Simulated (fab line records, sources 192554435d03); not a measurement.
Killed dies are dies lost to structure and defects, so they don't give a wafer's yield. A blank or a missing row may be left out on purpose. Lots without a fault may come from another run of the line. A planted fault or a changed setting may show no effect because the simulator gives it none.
A struck lot beside a sound one | flow n5_finfet | 36 steps out of a route of 1938
Sound: wafers L951.2, L951.3, L951.5. Struck: wafers L958.2, L958.3, L958.4. The cause comes at the end.
At each step with rows: each side's tool, then ch and its chambers, then its first start. Under that, the readings that differ: sound wafers | struck wafers | difference of the means | sigmas: that difference in standard deviations of wafers without a fault.
alike: readings whose means differ by less than 2 such deviations, and words and numbers that are the same on both sides. not compared: withheld readings, readings that some wafer has no value for, bounds like >300 that may hide the same value, and numbers for which the record gives no deviation and whose values overlap.
The two part at a step that has a row with sigmas, a row that says differs or no value, or rows on one side only. Numbers that don't overlap but have no deviation are shown without sigmas and don't part them. A reading that every wafer of one side lacks parts them only if that side has two wafers or more.

first, 9 steps without rows for these wafers: N5_BEOL_M4_ANNEAL_95 (time 240 s); N5_BEOL_M4_SPUTTER_96 (material Cu, target thk 4.5 nm, time 8.29 s); N5_BEOL_M4_ECD_50 (material Cu, target thk 300 nm); N5_BEOL_M4_ANNEAL_51 (time 90 s); N5_BEOL_M4_CMP_52 (polishes, stops on SiOC, t overpolish 6.8 s, target thk 40 nm); N5_BEOL_M4_PRE_CLEAN_60 (time 15 s); N5_BEOL_M4_CO_CAP_55 (material Co, precursor CCTBA/H2, target thk 2 nm, time 102.1 s); N5_BEOL_M4_PRE_CLEAN_56 (time 15 s); N5_BEOL_M4_DEP_57 (deposits SiCN from 3MS/NH3, target thk 8 nm, time 14 s).
N5_BEOL_M4_RC_MEAS_101:
  sound on prober-02 ch 0, day 11 08:13; struck on prober-02 ch 0, day 13 19:52
  alike: DIBL_N, DIBL_P, IOFF_N, IOFF_P, ION_N, ION_P, SS_N, SS_P, VT_N, VT_P
then, 24 steps without rows for these wafers: N5_BEOL_M5_ILD_DEP_00 (deposits SiCOH lowk from DEMS/porogen, target thk 140.64 nm, time 25.9 s); N5_BEOL_M5_CURE_79 (cures SiCOH lowk, time 240 s); N5_BEOL_M5_PECVD_70 (deposits SiO2 from TEOS/O2, target thk 16 nm, time 18 s); N5_BEOL_M5_HM_DEP_02 (deposits TiN, target thk 20 nm); N5_BEOL_M5_COAT_59 (time 60 s, resist thk 60 nm); N5_BEOL_M5_COAT_60 (time 60 s, resist thk 12 nm); N5_BEOL_M5_COAT_71 (time 60 s, resist thk 5 nm); N5_BEOL_M5_COAT_05 (resist thk 30 nm); N5_BEOL_M5_EBR_07; N5_BEOL_M5_SOFTBAKE_06 (time 60 s); N5_BEOL_M5_EXPOSE_08 (exposes mask M5, target cd 28 nm); N5_BEOL_M5_PEB_09 (peb time 60 s); N5_BEOL_M5_DEVELOP_10 (develop time 30 s); N5_BEOL_M5_DESCUM_16 (chemistry O2, time 7 s); N5_BEOL_M5_ETCH_72 (etches underlayer in N2/H2, target depth 6.5 nm, time 5.2 s); N5_BEOL_M5_ETCH_61 (etches SiARC in CF4, target depth 15.6 nm, time 26 s); N5_BEOL_M5_ETCH_62 (etches SOC in N2/H2, target depth 75 nm, overetch 15 nm, time 112.5 s); N5_BEOL_M5_STRIP_63 (strips in N2/H2); N5_BEOL_M5_STRIP_73 (strips in N2/H2); N5_BEOL_M5_STRIP_64 (strips in CF4); N5_BEOL_M5_HM_OPEN_17 (chemistry Cl2/BCl3, target TiN, target depth 20 nm, overetch 6 nm); N5_BEOL_M5_STRIP_19 (strips in O2); N5_BEOL_M5_COAT_65 (time 60 s, resist thk 60 nm); N5_BEOL_M5_COAT_66 (time 60 s, resist thk 12 nm).
-- the record jumps here: 4 days lie between the struck wafers' starts before and after (it left off in module BEOL_M5 and takes up again in module PASSIVATION, whose first step shown is number 1915 of the route) --
N5_PASSIVATION_PECVD_53: deposits SiO2 from TEOS/O2, target thk 800 nm, time 169.4 s.
  sound on pecvd-01 ch 0,1,2, day 15 14:40; struck on pecvd-01 ch 0,2, day 18 03:02
  no value came back on the struck wafers for chamber_pressure_Torr (Torr), run_length_s (s); on the sound wafers chamber_pressure_Torr (Torr) reads 6.497 6.503 6.500
  not compared: since_wet_clean_h
N5_PASSIVATION_PROBE_49:
  sound on prober-02, day 15 18:40; struck on prober-01, day 18 06:53
  reading                  | sound          | struck         | difference | sigmas
  defect_limited_yield (%) | 91.3 90.4 90.9 | 0 0 0          | -91        | -65
  killed_at_M4_up          | 12 13 28       | 3 2 3          | -15        | -3
  killed_at_contacts       | 8 24 21        | 2 2 3          | -15        | -3
  killed_at_front_end      | 53 41 30       | 9 2 3          | -37        | -3
  killed_at_other          | 3 2 1          | 1159 1166 1159 | +1159      | +99 or more
  killed_dies              | 103 113 107    | 1180 1180 1180 | +1072      | +63
  killed_on_rim            | 8 13 22        | 152 152 152    | +138       | +34
  killed_open              | 74 75 67       | 17 9 14        | -59        | -5
  killed_short             | 28 33 38       | 6 5 8          | -27        | -3
  sort_bin_5_function (%)  | 5.7 4.9 5.4    | 73.9 74.9 74.3 | +69.0      | +71
  sort_n_pass              | 1077 1067 1073 | 0 0 0          | -1072      | -63
  sort_yield_pct (%)       | 91.3 90.4 90.9 | 0 0 0          | -91        | -65
  alike: killed_at_M0_to_M3, sort_bin_6_memory

WHERE THEY PART
First at N5_PASSIVATION_PECVD_53; last, within this record, at N5_PASSIVATION_PROBE_49.

WHY: what the simulator had put in
Skipped step whole: pecvd-01, from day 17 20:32 on, at N5_PASSIVATION_PECVD_53. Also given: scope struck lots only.
